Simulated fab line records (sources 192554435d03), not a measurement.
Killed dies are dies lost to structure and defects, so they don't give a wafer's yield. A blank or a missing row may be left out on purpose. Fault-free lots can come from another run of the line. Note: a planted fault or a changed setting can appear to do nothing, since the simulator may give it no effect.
Which tool did it?	flow n5_finfet	27 wafers from 9 lots sampled at 7 of the route's 1938 steps

## WHAT THE GAUGES READ, wafer by wafer
N5_BEOL_M2_INSPECT_59: inspects for defects (darkfield). Usual: 80 for raw_defect_count, sd 29.
lot	measured	on	raw_defect_count	flag
L957	day 8 04:11	defect_inspect-01	111 106 131	
L962	day 9 02:25	defect_inspect-01	77 67 75	
L964	day 9 11:14	defect_inspect-01	102 69 44	
L965	day 9 13:49	defect_inspect-01	143 159 101	
L968	day 10 08:56	defect_inspect-01	70 73 83	
L969	day 10 15:59	defect_inspect-02	74 72 86	
L970	day 11 04:37	defect_inspect-02	83 131 114	
L972	day 11 12:27	defect_inspect-02	48 79 67	
L977	day 13 00:28	defect_inspect-02	142 46 135	

N5_BEOL_M3_CD_MEAS_11: the cd target is 17.05 nm. Usual: 17.06 nm for cd_nm, sd 0.23.
lot	measured	on	cd_nm (nm)	flag
L957	day 8 04:49	cd_sem-01	16.88 17.30 17.19	
L962	day 9 03:52	cd_sem-01	17.24 17.01 17.13	
L964	day 9 13:20	cd_sem-03	16.88 16.70 17.30	
L965	day 9 14:49	cd_sem-01	17.25 16.91 17.18	
L968	day 10 11:01	cd_sem-03	17.01 17.32 17.50	
L969	day 10 17:04	cd_sem-02	17.13 17.35 16.62	
L970	day 11 07:21	cd_sem-02	17.32 17.32 17.32	
L972	day 11 14:02	cd_sem-01	16.82 17.01 17.29	
L977	day 13 04:44	cd_sem-03	17.18 17.15 17.39	

N5_BEOL_M3_INSPECT_13: inspects for defects (brightfield). Usual: 441 for raw_defect_count, sd 110.
lot	measured	on	raw_defect_count	flag
L957	day 8 04:55	defect_inspect-01	572 612 457	
L962	day 9 03:57	defect_inspect-01	408 503 412	
L964	day 9 13:26	defect_inspect-02	729 367 417	
L965	day 9 14:55	defect_inspect-01	619 491 330	
L968	day 10 11:06	defect_inspect-01	561 585 411	
L969	day 10 17:09	defect_inspect-01	368 275 408	
L970	day 11 07:26	defect_inspect-02	929 1190 839	OFF
L972	day 11 14:08	defect_inspect-02	400 605 478	
L977	day 13 04:50	defect_inspect-02	463 328 490	

N5_BEOL_M3_INSPECT_30: inspects for defects (brightfield). Usual: 441 for raw_defect_count, sd 110.
lot	measured	on	raw_defect_count	flag
L957	day 8 05:55	defect_inspect-02	508 579 437	
L962	day 9 08:44	defect_inspect-01	423 506 435	
L964	day 9 14:19	defect_inspect-01	735 395 428	
L965	day 9 15:47	defect_inspect-01	594 484 333	
L968	day 10 12:05	defect_inspect-02	530 551 428	
L969	day 10 18:07	defect_inspect-01	369 286 393	
L970	day 11 08:56	defect_inspect-02	900 1182 865	OFF
L972	day 11 15:14	defect_inspect-01	422 661 471	
L977	day 13 05:56	defect_inspect-01	501 330 536	

N5_BEOL_M4_RC_MEAS_101. Usual: DIBL_N 36.6 mV/V, standard deviation 1.9; DIBL_P 36.7 mV/V, standard deviation 2.2; IOFF_N 0.16 nA/um, standard deviation 0.035; IOFF_P 0.22 nA/um, standard deviation 0.038; ION_N 672 uA/um, standard deviation 14; ION_P 462 uA/um, standard deviation 8.3; SS_N 71.6 mV/dec, standard deviation 0.65; SS_P 73.5 mV/dec, standard deviation 0.72; VT_N 250 mV, standard deviation 3.5; VT_P -250 mV, standard deviation 3.1.
lot	measured	on	DIBL_N (mV/V)	DIBL_P (mV/V)	IOFF_N (nA/um)	IOFF_P (nA/um)	ION_N (uA/um)	ION_P (uA/um)	SS_N (mV/dec)	SS_P (mV/dec)	VT_N (mV)	VT_P (mV)	flag
L957	day 9 10:38	prober-02	37.8 42.0 34.8	36.2 40.1 33.9	0.15 0.27 0.13	0.21 0.27 0.18	666 682 680	459 458 468	71.6 73.9 71.1	72.7 74.7 72.6	250 245 252	-249 -249 -251	
L962	day 10 10:27	prober-02	35.9 37.2 36.9	36.8 37.1 37.2	0.17 0.17 0.16	0.24 0.22 0.23	691 664 670	476 455 462	71.0 72.0 72.5	73.7 74.0 74.4	249 251 252	-249 -249 -249	
L964	day 10 22:46	prober-01	36.2 36.9 35.3	36.5 37.1 35.5	0.14 0.16 0.13	0.21 0.23 0.20	674 673 674	459 467 465	71.4 71.7 71.0	73.3 74.2 73.5	256 251 251	-252 -245 -250	
L965	day 11 09:17	prober-02	36.3 37.3 36.5	36.6 38.0 37.6	0.15 0.16 0.16	0.21 0.23 0.22	678 659 681	468 459 463	71.1 71.4 71.4	73.3 74.0 73.7	252 250 247	-252 -248 -250	
L968	day 11 17:41	prober-01	39.4 37.4 37.5	38.3 34.6 36.3	0.19 0.15 0.16	0.29 0.22 0.26	660 660 674	458 462 468	72.1 71.8 72.5	74.2 73.2 73.5	249 252 251	-245 -248 -248	
L969	day 12 08:23	prober-01	35.5 33.3 35.3	35.2 32.9 34.6	0.13 0.11 0.14	0.18 0.16 0.18	650 656 665	451 459 452	71.8 70.9 71.5	73.1 72.7 73.1	252 254 253	-251 -254 -251	
L970	day 12 15:44	prober-02	34.9 36.9 36.8	35.8 37.6 38.6	0.13 0.18 0.17	0.18 0.22 0.24	671 673 672	456 454 463	72.0 72.6 71.8	73.1 73.7 73.5	253 250 249	-253 -250 -248	
L972	day 13 03:19	prober-01	38.8 35.6 38.5	40.6 36.4 40.4	0.21 0.15 0.21	0.29 0.21 0.30	670 656 670	462 456 467	72.3 71.5 72.9	74.8 72.8 74.9	247 253 245	-244 -249 -247	
L977	day 14 14:19	prober-02	38.1 35.2 35.7	37.1 34.2 34.4	0.19 0.14 0.14	0.25 0.19 0.21	669 680 678	458 466 474	71.4 71.2 71.6	73.8 72.6 73.6	249 251 249	-248 -250 -248	

## EACH LOT AND THE TOOL THAT RAN IT (in order: tool; ch and the chambers of the sampled wafers; start)
lot	N5_BEOL_M2_PRE_CLEAN_60	N5_BEOL_M3_ILD_DEP_00
L957	cvd_co-02 ch 0,1, day 8 03:56	pecvd-02 ch 0,2, day 8 04:13
L962	cvd_co-02 ch 0,1,2, day 9 02:10	pecvd-02 ch 0,2, day 9 02:28
L964	cvd_co-02 ch 0,2, day 9 10:59	pecvd-02 ch 0,2, day 9 11:18
L965	cvd_co-01 ch 1,2, day 9 13:32	pecvd-04 ch 0,1, day 9 13:51
L968	cvd_co-02 ch 0,1, day 10 08:41	pecvd-02 ch 1,2, day 10 08:59
L969	cvd_co-02 ch 0,1,2, day 10 15:46	pecvd-02 ch 0,1,2, day 10 16:02
L970	cvd_co-01 ch 0,1,2, day 11 04:22	pecvd-02 ch 0,2, day 11 04:38
L972	cvd_co-01 ch 1,2, day 11 12:12	pecvd-01 ch 0,1,2, day 11 12:29
L977	cvd_co-02 ch 0,1,2, day 13 00:13	pecvd-04 ch 0,2, day 13 00:31
- N5_BEOL_M2_PRE_CLEAN_60: time 15 s.
- N5_BEOL_M3_ILD_DEP_00: deposits SiOC from DEMS/O2, target thk 79 nm, time 15.3 s.

## AS READ BY THE TOOLS THEMSELVES (means over the sampled wafers that have a number; for cases with no such wafer, the mark the record gives instead)
N5_BEOL_M2_PRE_CLEAN_60. Usual: heater_power_w 86 W, standard deviation 17; rf_fwd_power_W 297.0 W, standard deviation 0.91.
lot	tool	heater_power_w (W)	rf_fwd_power_W (W)	flag
L957	cvd_co-02	77	297.0	
L962	cvd_co-02	77	297.2	
L964	cvd_co-02	80	296.9	
L965	cvd_co-01	115	296.2	
L968	cvd_co-02	79	296.8	
L969	cvd_co-02	76	297.4	
L970	cvd_co-01	105	297.2	
L972	cvd_co-01	113	296.7	
L977	cvd_co-02	77	297.6	

N5_BEOL_M3_ILD_DEP_00. Usual: heater_power_w 462 W, standard deviation 59; rf_fwd_power_W 493 W, standard deviation 3.2; showerhead_plenum_p_Torr 5.692 Torr, standard deviation 0.017; throttle_valve_pct 12.2 %, standard deviation 0.57.
lot	tool	heater_power_w (W)	rf_fwd_power_W (W)	showerhead_plenum_p_Torr (Torr)	throttle_valve_pct (%)	flag
L957	pecvd-02	444	494	5.679	11.8	
L962	pecvd-02	453	495	5.674	11.9	
L964	pecvd-02	489	495	5.685	12.0	
L965	pecvd-04	446	493	5.705	12.0	
L968	pecvd-02	447	491	5.687	12.4	
L969	pecvd-02	440	491	5.678	12.5	
L970	pecvd-02	464	494	5.673	11.9	
L972	pecvd-01	527	495	5.701	11.9	
L977	pecvd-04	403	493	5.685	11.8	

## THE ANSWER, worked out from the rows above alone
Rule: a lot counts as off when the mean over its wafers that have a number is more than 3 standard deviations away from the usual mean. A lot without any number at a reading at which 4 lots or more have one is off too. Where the step has rows for the other lots, those lots are counted as sound. After the gauges, taken in route order, come the tools' own readings; for these a lot's mean is taken, as printed above. At the first step where some lot is off, the reading lying furthest off is the one used; lots without a number count as furthest.
Off: L970, at N5_BEOL_M3_INSPECT_13 (raw_defect_count).
A tool fits if, at a process step before that reading, it ran every lot that is off, and no sound lot after the first of them. Gauges at N5_BEOL_M3_INSPECT_13: tried the same way as those tools. One fits: pecvd-02 at N5_BEOL_M3_ILD_DEP_00. A fault onset in the window from L969 (day 10 16:02, its last sound lot) to L970 (day 11 04:38, its first lot off) fits.

## WHAT THE SIMULATOR HAD INSERTED
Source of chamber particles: pecvd-02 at N5_BEOL_M3_ILD_DEP_00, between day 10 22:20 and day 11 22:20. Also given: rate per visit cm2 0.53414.
Lots struck among those shown: L970. Same finding as the rule above.
